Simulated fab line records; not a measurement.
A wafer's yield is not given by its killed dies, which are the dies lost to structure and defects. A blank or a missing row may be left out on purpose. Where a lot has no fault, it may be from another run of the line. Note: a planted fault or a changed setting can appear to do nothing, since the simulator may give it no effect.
Which tool did it? / flow nandHarc / 12 lots with 36 wafers sampled at 5 steps, on a route of 1159 steps

== WHAT THE GAUGES READ, wafer by wafer ==
NHARC_P_GATE_CD_MEAS_26: target cd 120 nm.
lot=L809; measured=day 4 13:53; on=cdSem-03; cdNm (nm)=119.4 119.6 119.4
lot=L811; measured=day 5 08:28; on=cdSem-01; cdNm (nm)=120.2 120.6 120.3
lot=L813; measured=day 5 18:05; on=cdSem-02; cdNm (nm)=119.8 119.8 120.0
lot=L812; measured=day 5 17:25; on=cdSem-03; cdNm (nm)=119.1 120.2 120.1
lot=L815; measured=day 6 01:13; on=cdSem-01; cdNm (nm)=119.3 120.1 120.1
lot=L814; measured=day 6 01:59; on=cdSem-02; cdNm (nm)=121.3 121.6 121.0
lot=L821; measured=day 7 23:50; on=cdSem-02; cdNm (nm)=120.5 119.6 120.1
lot=L822; measured=day 7 23:32; on=cdSem-02; cdNm (nm)=120.0 120.8 120.8
lot=L826; measured=day 8 17:40; on=cdSem-01; cdNm (nm)=120.3 120.8 120.5
lot=L825; measured=day 8 17:10; on=cdSem-02; cdNm (nm)=120.2 120.3 119.4
lot=L831; measured=day 10 00:43; on=cdSem-03; cdNm (nm)=120.1 120.8 120.4
lot=L832; measured=day 10 16:51; on=cdSem-02; cdNm (nm)=119.5 119.7 120.4

NHARC_P_GATE_OVL_MEAS_27.
lot=L809; measured=day 4 13:58; on=overlay-02; overlayXNm (nm)=-0.3 -0.4 0.1; overlayYNm (nm)=0.0 0.3 0.5
lot=L811; measured=day 5 08:34; on=overlay-01; overlayXNm (nm)=0.4 0.4 0.4; overlayYNm (nm)=-1.1 -1.2 -1.5
lot=L813; measured=day 5 18:10; on=overlay-02; overlayXNm (nm)=1.2 0.5 1.1; overlayYNm (nm)=0.6 1.0 0.8
lot=L812; measured=day 5 17:30; on=overlay-02; overlayXNm (nm)=0.0 -0.4 -0.2; overlayYNm (nm)=-0.9 -0.1 -1.0
lot=L815; measured=day 6 01:18; on=overlay-01; overlayXNm (nm)=0.0 -0.7 0.1; overlayYNm (nm)=-0.5 0.3 0.5
lot=L814; measured=day 6 02:04; on=overlay-02; overlayXNm (nm)=0.5 0.8 0.8; overlayYNm (nm)=0.8 0.6 0.3
lot=L821; measured=day 7 23:56; on=overlay-02; overlayXNm (nm)=-0.3 -0.8 -0.4; overlayYNm (nm)=0.4 0.3 0.5
lot=L822; measured=day 7 23:37; on=overlay-02; overlayXNm (nm)=0.7 -0.1 -0.4; overlayYNm (nm)=-0.7 -1.0 -1.6
lot=L826; measured=day 8 17:46; on=overlay-01; overlayXNm (nm)=-0.6 -0.3 -0.3; overlayYNm (nm)=0.4 1.1 0.6
lot=L825; measured=day 8 17:16; on=overlay-02; overlayXNm (nm)=0.8 0.6 0.3; overlayYNm (nm)=0.0 -1.0 -0.4
lot=L831; measured=day 10 00:48; on=overlay-02; overlayXNm (nm)=-0.3 0.0 -0.4; overlayYNm (nm)=0.4 0.9 1.7
lot=L832; measured=day 10 16:56; on=overlay-02; overlayXNm (nm)=0.2 0.2 0.5; overlayYNm (nm)=-0.1 -0.1 -0.5

NHARC_END_SORT_01.
lot=L809; measured=day 19 18:47; on=prober-01; killedAtArray=19 10 20; killedAtOther=2 4 2; killedAtPeriphery=3 5 0; killedDies=24 19 22; killedOpen=5 8 5; killedShort=0 2 2
lot=L811; measured=day 19 10:56; on=prober-02; killedAtArray=24 23 21; killedAtOther=0 2 2; killedAtPeriphery=3 5 2; killedDies=27 30 25; killedOpen=5 3 5; killedShort=1 0 0
lot=L813; measured=day 20 03:19; on=prober-01; killedAtArray=20 18 20; killedAtOther=0 1 1; killedAtPeriphery=657 658 656; killedDies=677 677 677; killedOpen=3 4 2; killedShort=2 0 1
lot=L812; measured=day 20 11:10; on=prober-01; killedAtArray=17 20 11; killedAtOther=0 2 1; killedAtPeriphery=2 3 0; killedDies=19 25 12; killedOpen=4 4 1; killedShort=4 3 1
lot=L815; measured=day 20 09:31; on=prober-02; killedAtArray=23 32 25; killedAtOther=0 0 0; killedAtPeriphery=654 645 652; killedDies=677 677 677; killedOpen=8 5 3; killedShort=2 3 2
lot=L814; measured=day 20 02:28; on=prober-02; killedAtArray=21 23 14; killedAtOther=0 0 0; killedAtPeriphery=656 654 663; killedDies=677 677 677; killedOpen=2 4 3; killedShort=2 1 1
lot=L821; measured=day 22 13:55; on=prober-02; killedAtArray=17 15 20; killedAtOther=1 0 2; killedAtPeriphery=5 9 3; killedDies=23 24 25; killedOpen=2 5 5; killedShort=1 1 4
lot=L822; measured=day 22 13:58; on=prober-01; killedAtArray=24 23 27; killedAtOther=0 0 0; killedAtPeriphery=7 2 2; killedDies=31 25 29; killedOpen=5 6 5; killedShort=2 2 1
lot=L826; measured=day 23 10:17; on=prober-01; killedAtArray=30 24 26; killedAtOther=2 1 0; killedAtPeriphery=5 2 2; killedDies=37 27 28; killedOpen=5 3 1; killedShort=5 1 1
lot=L825; measured=day 23 10:20; on=prober-02; killedAtArray=26 28 27; killedAtOther=0 0 1; killedAtPeriphery=5 5 6; killedDies=31 33 34; killedOpen=5 1 4; killedShort=1 3 3
lot=L831; measured=day 24 11:37; on=prober-02; killedAtArray=27 47 32; killedAtOther=1 0 1; killedAtPeriphery=1 5 4; killedDies=29 52 37; killedOpen=4 5 6; killedShort=1 3 3
lot=L832; measured=day 25 03:26; on=prober-02; killedAtArray=28 34 39; killedAtOther=0 0 0; killedAtPeriphery=1 5 3; killedDies=29 39 42; killedOpen=1 2 4; killedShort=4 6 6

== EACH LOT AND THE TOOL THAT RAN IT (in order: tool; ch and the chambers of the sampled wafers; start) ==
lot=L809; NHARC_P_GATE_DESCUM_13=rieDiel-12 ch 1,2, day 3 23:43; NHARC_P_GATE_ETCH_104=rieDiel-01 ch 0,1, day 4 14:15
lot=L811; NHARC_P_GATE_DESCUM_13=rieDiel-11 ch 0,1,2, day 4 17:15; NHARC_P_GATE_ETCH_104=rieDiel-11 ch 0,1, day 5 08:44
lot=L813; NHARC_P_GATE_DESCUM_13=rieDiel-11 ch 0,2,3, day 5 03:10; NHARC_P_GATE_ETCH_104=rieDiel-12 ch 0,1,3, day 5 18:22
lot=L812; NHARC_P_GATE_DESCUM_13=rieDiel-11 ch 1,2,3, day 5 03:22; NHARC_P_GATE_ETCH_104=rieDiel-11 ch 1,2,3, day 5 17:41
lot=L815; NHARC_P_GATE_DESCUM_13=rieDiel-11 ch 2,3, day 5 10:34; NHARC_P_GATE_ETCH_104=rieDiel-01 ch 0,1, day 6 01:29
lot=L814; NHARC_P_GATE_DESCUM_13=rieDiel-01 ch 0,3, day 5 10:35; NHARC_P_GATE_ETCH_104=rieDiel-11 ch 0,1,2, day 6 02:16
lot=L821; NHARC_P_GATE_DESCUM_13=rieDiel-11 ch 1,3, day 7 09:36; NHARC_P_GATE_ETCH_104=rieDiel-11 ch 0,1,3, day 8 00:07
lot=L822; NHARC_P_GATE_DESCUM_13=rieDiel-01 ch 1,2,3, day 7 09:38; NHARC_P_GATE_ETCH_104=rieDiel-12 ch 1,2, day 7 23:49
lot=L826; NHARC_P_GATE_DESCUM_13=rieDiel-11 ch 0,1,2, day 8 03:50; NHARC_P_GATE_ETCH_104=rieDiel-11 ch 2,3, day 8 17:57
lot=L825; NHARC_P_GATE_DESCUM_13=rieDiel-11 ch 0,1, day 8 03:59; NHARC_P_GATE_ETCH_104=rieDiel-11 ch 0,1,3, day 8 17:30
lot=L831; NHARC_P_GATE_DESCUM_13=rieDiel-01 ch 1,2,3, day 9 10:54; NHARC_P_GATE_ETCH_104=rieDiel-01 ch 0,1,2, day 10 00:59
lot=L832; NHARC_P_GATE_DESCUM_13=rieDiel-11 ch 0,1,2, day 10 01:39; NHARC_P_GATE_ETCH_104=rieDiel-11 ch 0,3, day 10 17:07
- NHARC_P_GATE_DESCUM_13: chemistry O2, time 3 s.
- NHARC_P_GATE_ETCH_104: etches the open film in CF4/CHF3, target depth 60 nm.

== WHAT THE TOOLS THEMSELVES READ (means of the sampled wafers that have a number; where no wafer has one, the mark that the record gives instead) ==
NHARC_P_GATE_DESCUM_13.
lot=L809; tool=rieDiel-12; drypumpMotorCurrentA (A)=4.9; oesProductAu (a.u.)=1.005; rfVppV (V)=57.0; showerheadPlenumPTorr (Torr)=1.88; throttleValvePct (%)=11.311
lot=L811; tool=rieDiel-11; drypumpMotorCurrentA (A)=5.7; oesProductAu (a.u.)=0.998; rfVppV (V)=58.3; showerheadPlenumPTorr (Torr)=1.97; throttleValvePct (%)=11.314
lot=L813; tool=rieDiel-11; drypumpMotorCurrentA (A)=5.7; oesProductAu (a.u.)=1.008; rfVppV (V)=57.9; showerheadPlenumPTorr (Torr)=1.93; throttleValvePct (%)=11.314
lot=L812; tool=rieDiel-11; drypumpMotorCurrentA (A)=5.7; oesProductAu (a.u.)=1.001; rfVppV (V)=57.8; showerheadPlenumPTorr (Torr)=1.94; throttleValvePct (%)=11.311
lot=L815; tool=rieDiel-11; drypumpMotorCurrentA (A)=5.8; oesProductAu (a.u.)=1.007; rfVppV (V)=57.7; showerheadPlenumPTorr (Torr)=1.91; throttleValvePct (%)=11.310
lot=L814; tool=rieDiel-01; drypumpMotorCurrentA (A)=6.3; oesProductAu (a.u.)=1.001; rfVppV (V)=57.4; showerheadPlenumPTorr (Torr)=1.94; throttleValvePct (%)=11.323
lot=L821; tool=rieDiel-11; drypumpMotorCurrentA (A)=5.7; oesProductAu (a.u.)=0.998; rfVppV (V)=58.7; showerheadPlenumPTorr (Torr)=1.98; throttleValvePct (%)=11.310
lot=L822; tool=rieDiel-01; drypumpMotorCurrentA (A)=6.2; oesProductAu (a.u.)=1.001; rfVppV (V)=57.7; showerheadPlenumPTorr (Torr)=1.97; throttleValvePct (%)=11.298
lot=L826; tool=rieDiel-11; drypumpMotorCurrentA (A)=5.7; oesProductAu (a.u.)=1.000; rfVppV (V)=57.9; showerheadPlenumPTorr (Torr)=1.96; throttleValvePct (%)=11.315
lot=L825; tool=rieDiel-11; drypumpMotorCurrentA (A)=5.6; oesProductAu (a.u.)=0.997; rfVppV (V)=58.6; showerheadPlenumPTorr (Torr)=2.03; throttleValvePct (%)=11.314
lot=L831; tool=rieDiel-01; drypumpMotorCurrentA (A)=6.2; oesProductAu (a.u.)=0.998; rfVppV (V)=57.9; showerheadPlenumPTorr (Torr)=1.96; throttleValvePct (%)=11.308
lot=L832; tool=rieDiel-11; drypumpMotorCurrentA (A)=5.6; oesProductAu (a.u.)=0.996; rfVppV (V)=57.5; showerheadPlenumPTorr (Torr)=1.96; throttleValvePct (%)=11.307

NHARC_P_GATE_ETCH_104.
lot=L809; tool=rieDiel-01; biasW (W)=200.4; cf4FlowSccm (sccm)=100.04; drypumpMotorCurrentA (A)=5.9; oesProductAu (a.u.)=0.943; rfVppV (V)=370.7; showerheadPlenumPTorr (Torr)=1.57; throttleValvePct (%)=16.800
lot=L811; tool=rieDiel-11; biasW (W)=199.7; cf4FlowSccm (sccm)=100.06; drypumpMotorCurrentA (A)=5.6; oesProductAu (a.u.)=0.930; rfVppV (V)=373.5; showerheadPlenumPTorr (Torr)=1.68; throttleValvePct (%)=16.800
lot=L813; tool=rieDiel-12; biasW (W)=-; cf4FlowSccm (sccm)=-; drypumpMotorCurrentA (A)=-; oesProductAu (a.u.)=-; rfVppV (V)=-; showerheadPlenumPTorr (Torr)=-; throttleValvePct (%)=-
lot=L812; tool=rieDiel-11; biasW (W)=199.6; cf4FlowSccm (sccm)=100.01; drypumpMotorCurrentA (A)=5.7; oesProductAu (a.u.)=0.919; rfVppV (V)=371.4; showerheadPlenumPTorr (Torr)=1.59; throttleValvePct (%)=16.810
lot=L815; tool=rieDiel-01; biasW (W)=-; cf4FlowSccm (sccm)=-; drypumpMotorCurrentA (A)=-; oesProductAu (a.u.)=-; rfVppV (V)=-; showerheadPlenumPTorr (Torr)=-; throttleValvePct (%)=-
lot=L814; tool=rieDiel-11; biasW (W)=-; cf4FlowSccm (sccm)=-; drypumpMotorCurrentA (A)=-; oesProductAu (a.u.)=-; rfVppV (V)=-; showerheadPlenumPTorr (Torr)=-; throttleValvePct (%)=-
lot=L821; tool=rieDiel-11; biasW (W)=200.2; cf4FlowSccm (sccm)=99.90; drypumpMotorCurrentA (A)=5.7; oesProductAu (a.u.)=0.930; rfVppV (V)=373.5; showerheadPlenumPTorr (Torr)=1.64; throttleValvePct (%)=16.800
lot=L822; tool=rieDiel-12; biasW (W)=199.5; cf4FlowSccm (sccm)=100.18; drypumpMotorCurrentA (A)=5.1; oesProductAu (a.u.)=0.966; rfVppV (V)=371.2; showerheadPlenumPTorr (Torr)=1.60; throttleValvePct (%)=16.805
lot=L826; tool=rieDiel-11; biasW (W)=199.5; cf4FlowSccm (sccm)=99.83; drypumpMotorCurrentA (A)=5.8; oesProductAu (a.u.)=0.930; rfVppV (V)=370.5; showerheadPlenumPTorr (Torr)=1.56; throttleValvePct (%)=16.801
lot=L825; tool=rieDiel-11; biasW (W)=199.7; cf4FlowSccm (sccm)=99.79; drypumpMotorCurrentA (A)=5.7; oesProductAu (a.u.)=0.928; rfVppV (V)=374.1; showerheadPlenumPTorr (Torr)=1.64; throttleValvePct (%)=16.798
lot=L831; tool=rieDiel-01; biasW (W)=199.7; cf4FlowSccm (sccm)=99.84; drypumpMotorCurrentA (A)=6.2; oesProductAu (a.u.)=0.928; rfVppV (V)=370.2; showerheadPlenumPTorr (Torr)=1.55; throttleValvePct (%)=16.807
lot=L832; tool=rieDiel-11; biasW (W)=199.4; cf4FlowSccm (sccm)=100.33; drypumpMotorCurrentA (A)=5.7; oesProductAu (a.u.)=0.920; rfVppV (V)=372.1; showerheadPlenumPTorr (Torr)=1.62; throttleValvePct (%)=16.789

== THE ANSWER, worked out from the rows above alone ==
Rule: what is usual is taken from the lots themselves. Put in order of their means at a reading, lots are off if they are a third of the lots or fewer, leave a main group of 4 or more, and stand apart from it by a gap of 3 or more times the standard deviation of the main group's means; of several such gaps the widest counts. A main group whose means are all the same, to the digits that the tables above print for the reading, isn't used. Also off: a lot with no number at a reading for which 4 or more lots have one. Where the step has rows for the other lots, those lots are counted as sound. First the gauges in route order, then the tools' own readings, where a lot's mean is used as printed above. The first step at which some lot is off is used, and at that step the reading that is off furthest; a lot without a number counts as furthest.
Off: L813, L815, L814, at NHARC_END_SORT_01 (killedAtPeriphery). For the main group the mean is 3.5 and the standard deviation 1.2.
A tool fits if, at a process step before that reading, it ran every lot that is off, and no sound lot after the first of them. The gauges at NHARC_END_SORT_01 aren't tried: what is off there is off at NHARC_P_GATE_ETCH_104 too, on other tools, and a gauge's error can't cause that. Of those tried, none fits.

== WHAT WAS PUT IN BY THE SIMULATOR ==
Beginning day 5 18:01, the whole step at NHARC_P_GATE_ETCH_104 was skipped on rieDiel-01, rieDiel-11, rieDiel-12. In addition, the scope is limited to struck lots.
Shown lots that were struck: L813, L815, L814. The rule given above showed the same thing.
